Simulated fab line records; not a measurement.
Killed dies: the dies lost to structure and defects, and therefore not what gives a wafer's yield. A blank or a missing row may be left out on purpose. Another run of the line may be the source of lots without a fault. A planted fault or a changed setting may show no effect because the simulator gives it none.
Matching of chambers ; flow nandHarc ; 3 sister chambers for NHARC_THIN_TSV_DEP_47 on pecvd-02
The step deposits SiO2, target thk 200 nm. 16 wafers are shown with their chamber, then 8 later ones without.

WAFERS WITH THEIR CHAMBER
wafer;chamber;throttleValvePct (%);flowSccm (sccm)
L519.1;2;15.8;2642
L519.4;1;15.4;2649
L519.5;2;15.7;2637
L521.2;0;15.7;2653
L521.4;1;15.4;2666
L521.6;2;15.4;2649
L529.1;0;15.3;2658
L529.2;1;15.3;2660
L529.6;2;15.5;2654
L530.1;0;15.7;2647
L530.3;2;15.4;2660
L530.6;0;15.6;2640
L539.1;1;15.6;2651
L539.3;0;15.7;2651
L539.5;2;15.7;2653
L541.1;2;16.0;2644

SIGNATURES (means of the wafers above)
reading;chamber 0;chamber 1;chamber 2;scatter within a chamber
throttleValvePct;15.600;15.425;15.643;0.189
flowSccm;2649.80;2656.50;2648.43;7.59
Rule: a wafer lies at a distance from a chamber equal to the root of the sum of squares, over the readings, of (its reading less the chamber's mean, divided by the reading's scatter). The wafer belongs to the nearest chamber; if the next one is less than 2 further off, it can't be placed. How the scatter is found: for the shown wafers, subtract from each reading the mean of its chamber, square and add these, divide the total by (wafers less chambers), then take the root.

WAFERS WITHOUT THEIR CHAMBER
wafer;throttleValvePct (%);flowSccm (sccm)
L541.5;15.6;2639
L541.6;15.4;2653
L540.1;15.5;2660
L540.2;15.8;2659
L540.3;15.2;2655
L542.2;15.6;2656
L542.3;15.8;2647
L542.5;15.5;2651

WHICH CHAMBER EACH ONE RAN IN
wafer;from the rows above;in truth
L541.5;can't be placed: 2 or 0 or 1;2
L541.6;can't be placed: 1 or 0 or 2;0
L540.1;can't be placed: 1 or 0 or 2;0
L540.2;can't be placed: 0 or 2 or 1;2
L540.3;can't be placed: 1 or 0 or 2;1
L542.2;can't be placed: 0 or 1 or 2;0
L542.3;can't be placed: 2 or 0 or 1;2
L542.5;can't be placed: 0 or 1 or 2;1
Correct placement for 0 of the 8. Cannot be placed on the basis of these rows: 8; the candidates contain the true chamber in 8. Wrongly placed: 0.
